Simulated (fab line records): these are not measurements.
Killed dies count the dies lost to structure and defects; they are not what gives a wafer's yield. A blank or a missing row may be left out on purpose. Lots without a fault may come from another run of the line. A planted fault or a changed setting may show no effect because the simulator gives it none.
One fault through the eyes of 2 desks	flow n5-finfet	numbers are kept per desk, each desk with only its own; the story behind them comes last

AT THE TOOL OWNER'S DESK: litho-track-02
The tool's own readings at N5_BEOL_M0_CUTY_COAT_50 (time 60 s, resist thk 15 nm): means of the sampled wafers that have a number, for each lot that ran on this tool. A lot is out of limits, marked OUT, if its mean lies more than 4 standard deviations from the usual mean; the brackets give that distance.
Columns: A = spin-speed-rpm at N5_BEOL_M0_CUTY_COAT_50, usual 1500.1 rpm
lot	first seen here	A
L458	day 9 20:24	1191.0 (-99 or more) OUT
L459	day 10 00:55	1190.1 (-99 or more) OUT
This desk's verdict: out of limits on L458, L459, starting with L458 at day 9 20:24 (spin-speed-rpm at N5_BEOL_M0_CUTY_COAT_50). In limits: none.

THE METROLOGY DESK
Means of the sampled wafers that have a number, per lot and without regard to the tool the lot ran on: this is what the gauges read. A lot is out of limits, marked OUT, if its mean lies more than 4 standard deviations from the usual mean; the brackets give that distance. 7 of its 10 readings are shown, namely those furthest out on some lot.
Columns: A = DIBL_N at N5_BEOL_M4_RC_MEAS_101, usual 35.8 mV/V; B = DIBL_P at N5_BEOL_M4_RC_MEAS_101, usual 36.0 mV/V; C = IOFF_N at N5_BEOL_M4_RC_MEAS_101, usual 0.153 nA/um; D = IOFF_P at N5_BEOL_M4_RC_MEAS_101, usual 0.21 nA/um; E = ION_N at N5_BEOL_M4_RC_MEAS_101, usual 673 uA/um; F = ION_P at N5_BEOL_M4_RC_MEAS_101, usual 462 uA/um; G = SS_N at N5_BEOL_M4_RC_MEAS_101, usual 71.4 mV/dec
lot	first seen here	A	B	C	D	E	F	G
L443	day 8 09:25	36.1	36.6	0.147	0.19	673	456	71.5
L447	day 9 06:33	33.9	34.7	0.131	0.18	670	456	71.2
L449	day 9 15:46	32.9	32.2	0.108	0.15	653	451	70.4
L451	day 10 08:57	35.6	36.2	0.152	0.20	682	466	71.4
L452	day 11 00:27	35.9	37.3	0.174	0.26	674	470	71.7
L453	day 11 05:25	36.1	37.6	0.169	0.21	672	456	71.7
L457	day 12 04:37	36.3	37.2	0.161	0.23	675	469	71.9
L458	day 12 05:17	36.5	35.0	0.146	0.20	668	460	71.4
L459	day 12 11:53	35.8	36.7	0.157	0.20	671	459	71.5
This desk's finding: nothing out of limits on any of the 9 lots.

TAKEN TOGETHER
At day 9 20:24, on L458, L459, the tool owner's desk was in a position to raise an alarm.
The metrology desk saw nothing out of limits.
The metrology desk holds a record of L458, L459, inside its limits.
On litho-track-02, each named lot ran N5_BEOL_M0_CUTY_COAT_50.

WHAT THE SIMULATOR PUT IN
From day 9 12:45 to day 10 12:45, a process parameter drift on litho-track-02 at N5_BEOL_M0_CUTY_COAT_50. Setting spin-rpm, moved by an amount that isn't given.
Lots struck among those shown: L458, L459.
Time in hours from fault onset to the first out-of-limits reading at each desk: the tool owner's desk, 8.
